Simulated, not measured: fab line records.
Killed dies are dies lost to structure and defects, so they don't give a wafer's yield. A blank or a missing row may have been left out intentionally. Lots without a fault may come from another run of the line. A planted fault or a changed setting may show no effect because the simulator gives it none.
Chamber matching	flow nandHarc	NHARC_A_STAIRCASE_DESCUM_312 on rieDiel-10 has 4 sister chambers
The step chemistry O2, time 3 s. 4 wafers are shown with their chamber, then 7 later ones without.

== EACH WAFER AND ITS CHAMBER ==
wafer	chamber	drypumpMotorCurrentA (A)
L076.5	1	5.7
L077.2	2	5.4
L077.4	0	5.4
L083.4	3	6.0

== WAFERS WHOSE CHAMBER IS MISSING ==
wafer	drypumpMotorCurrentA (A)
L083.6	5.5
L087.1	5.7
L087.4	5.4
L087.5	5.4
L092.2	5.9
L092.5	5.7
L092.6	5.4

== WHICH CHAMBER EACH ONE RAN IN ==
wafer	from the rows above	in truth
L083.6	can't be placed: 0 or 2 or 1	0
L087.1	1	1
L087.4	can't be placed: 0 or 2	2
L087.5	can't be placed: 0 or 2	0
L092.2	can't be placed: 3 or 1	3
L092.5	1	1
L092.6	can't be placed: 0 or 2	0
Placed correctly: 2 of 7. From these rows, 5 cannot be placed; in 5 the true chamber is one of the candidates. Placed wrongly: 0.
How it was worked out, from the rows above alone: a wafer's distance from a chamber is the root of the sum, over the readings, of the square of ((its reading less the chamber's mean) divided by the reading's scatter). If the next closest chamber is less than 2 further off than the closest, the wafer can't be placed; otherwise it belongs to the closest. For every chamber, the mean is computed from those of its wafers that are shown. The scatter (one wafer shown for each chamber): square how far every hidden wafer sits from the nearest shown wafer, average those squares and take the square root.
